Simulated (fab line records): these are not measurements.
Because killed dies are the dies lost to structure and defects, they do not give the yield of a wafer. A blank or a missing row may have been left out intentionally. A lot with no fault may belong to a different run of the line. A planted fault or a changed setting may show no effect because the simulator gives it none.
Split-lot experiment | flow n5 finfet | route with 1938 steps; 7 lots, 21 wafers read

ABOUT THE SPLIT
At N5_BEOL_M10_TRENCH_ETCH_37 (etches SiCOH lowk in C4F6/O2, target depth 148.83 nm, time 48 s), the setting time s was moved away from the recipe's 48 s on 9 of the 21 wafers read, by -14.1% to +13.0%. For the rest of the wafers, this setting stayed at what the recipe calls for.

FROM THE SPLIT TO THE READING: what the file shows between them, 11 steps
- N5_BEOL_M10_ETCH_41: etches SiCN in CH3F/O2, target depth 42.6 nm, time 86 s
- N5_BEOL_M10_STRIP_77: strips in N2/H2, time 10 s
- N5_BEOL_M10_OCD_MEAS_38
- N5_BEOL_M10_HM_STRIP_39: strips TiN in peroxide tin strip, target depth 25 nm, time 158 s
- N5_BEOL_M10_SRD_40: time 30 s
- N5_BEOL_M10_ECD_50: material Cu, target thk 318 nm
- N5_BEOL_M10_ANNEAL_51: time 90 s
- N5_BEOL_M10_CMP_52: polishes, stops on SiCOH lowk, t overpolish 7 s, target thk 140 nm
- N5_BEOL_M10_THK_MEAS_53: measures by xrf
- N5_BEOL_M10_PRE_CLEAN_55: time 15 s
- N5_BEOL_M10_DEP_56: deposits SiCN from 3MS/NH3, target thk 15 nm, time 26.5 s

THE READING
Measured at N5_BEOL_M10_RS_MEAS_57 by four-point probe: M10_RS, in ohm/sq. Fault-free wafers of this fab line usually give 0.1507 ohm/sq, standard deviation 0.0022 ohm/sq.

wafer  | tool, chamber at the split | time s as run, s | against the recipe | M10_RS, ohm/sq | against lot-mates on the recipe
L076.2 | rie diel-01, 2             | 48               | recipe             | 0.1544         | -
L076.4 | rie diel-01, 1             | 41.24            | -14.1%             | 0.1830         | +0.0286
L076.6 | rie diel-01, 2             | 41.24            | -14.1%             | 0.1830         | +0.0286
L078.1 | rie diel-05, 2             | 48               | recipe             | 0.1492         | -
L078.3 | rie diel-05, 3             | 48               | recipe             | 0.1527         | -
L078.6 | rie diel-05, 3             | 48               | recipe             | 0.1519         | -
L079.2 | rie diel-01, 2             | 44.99            | -6.3%              | 0.1646         | no lot-mate on the recipe
L079.5 | rie diel-01, 2             | 44.99            | -6.3%              | 0.1632         | no lot-mate on the recipe
L079.6 | rie diel-01, 3             | 44.99            | -6.3%              | 0.1649         | no lot-mate on the recipe
L083.3 | rie diel-06, 1             | 48               | recipe             | 0.1525         | -
L083.5 | rie diel-06, 1             | 48               | recipe             | 0.1527         | -
L083.6 | rie diel-06, 3             | 48               | recipe             | 0.1491         | -
L086.1 | rie diel-05, 1             | 54.23            | +13.0%             | 0.1279         | -0.0223
L086.5 | rie diel-05, 2             | 54.23            | +13.0%             | 0.1281         | -0.0221
L086.6 | rie diel-05, 1             | 48               | recipe             | 0.1502         | -
L094.2 | rie diel-05, 3             | 48               | recipe             | 0.1483         | -
L094.3 | rie diel-05, 2             | 48               | recipe             | 0.1469         | -
L094.6 | rie diel-05, 0             | 48               | recipe             | 0.1504         | -
L096.2 | rie diel-06, 1             | 42.06            | -12.4%             | 0.1746         | +0.0232
L096.5 | rie diel-06, 1             | 48               | recipe             | 0.1514         | -
L096.6 | rie diel-06, 0             | 42.06            | -12.4%             | 0.1742         | +0.0228

FIT RESULTS
A straight line over all 21 wafers: M10_RS changes by -0.00199 ohm/sq for each +1% of time s; r = -0.99; the points scatter about the line by 0.0023 ohm/sq.
The same after taking each lot's own level away (the mean of its wafers on the recipe; 18 wafers): -0.00186 ohm/sq for each +1%; r = -0.99; scatter 0.0015 ohm/sq.
According to that fit, moving time s by its largest amount changes the reading by 0.026 ohm/sq.
From 0.14853 to 0.15440 ohm/sq: that is the span of the lots' own levels, equal to 2.7 times the standard deviation above.
The two slopes agree, so the slope changes little with the lot-to-lot level.
Check: for one of the wafers moved furthest among these (-14.1%), held out of the fit, the line's prediction against its lot-mates is +0.0262 ohm/sq. It came out at +0.0286 ohm/sq against them.

THE WHOLE CHAIN: every reading that the file lists as answering this split, in the file's order
step                       | what it does                                                       | reading                                                                           | change (the file's fit)                | r (the file's)
N5_BEOL_M10_TRENCH_ETCH_37 | etches SiCOH lowk in C4F6/O2, target depth 148.83 nm, time 48 s    | BEOL_M10.feature depth nm (the simulator's own value, which no gauge read)        | +1.51 nm for each +1% of the setting   | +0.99
N5_BEOL_M10_TRENCH_ETCH_37 | etches SiCOH lowk in C4F6/O2, target depth 148.83 nm, time 48 s    | etch.depth nm (the simulator's own value, which no gauge read)                    | +1.51 nm for each +1% of the setting   | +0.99
N5_BEOL_M10_TRENCH_ETCH_37 | etches SiCOH lowk in C4F6/O2, target depth 148.83 nm, time 48 s    | TiN_of_BEOL_M10_HM_DEP_02.thk nm (the simulator's own value, which no gauge read) | -0.0378 nm for each +1% of the setting | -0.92
N5_BEOL_M10_OCD_MEAS_38    |                                                                    | trench depth nm                                                                   | +1.52 nm for each +1% of the setting   | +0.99
N5_BEOL_M10_CMP_52         | polishes, stops on SiCOH lowk, t overpolish 7 s, target thk 140 nm | Cu_of_BEOL_M10_ECD_50.thk nm (the simulator's own value, which no gauge read)     | +1.48 nm for each +1% of the setting   | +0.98
N5_BEOL_M10_THK_MEAS_53    | measures by xrf                                                    | M10_THK                                                                           | +1.48 for each +1% of the setting      | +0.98
N5_BEOL_M10_RS_MEAS_57     | measures by four-point-probe                                       | M10_RS                                                                            | -0.00187 for each +1% of the setting   | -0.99

THE FILE'S OWN FIT
M10_RS changes by -0.00187 ohm/sq for each +1% of time s, r = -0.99.
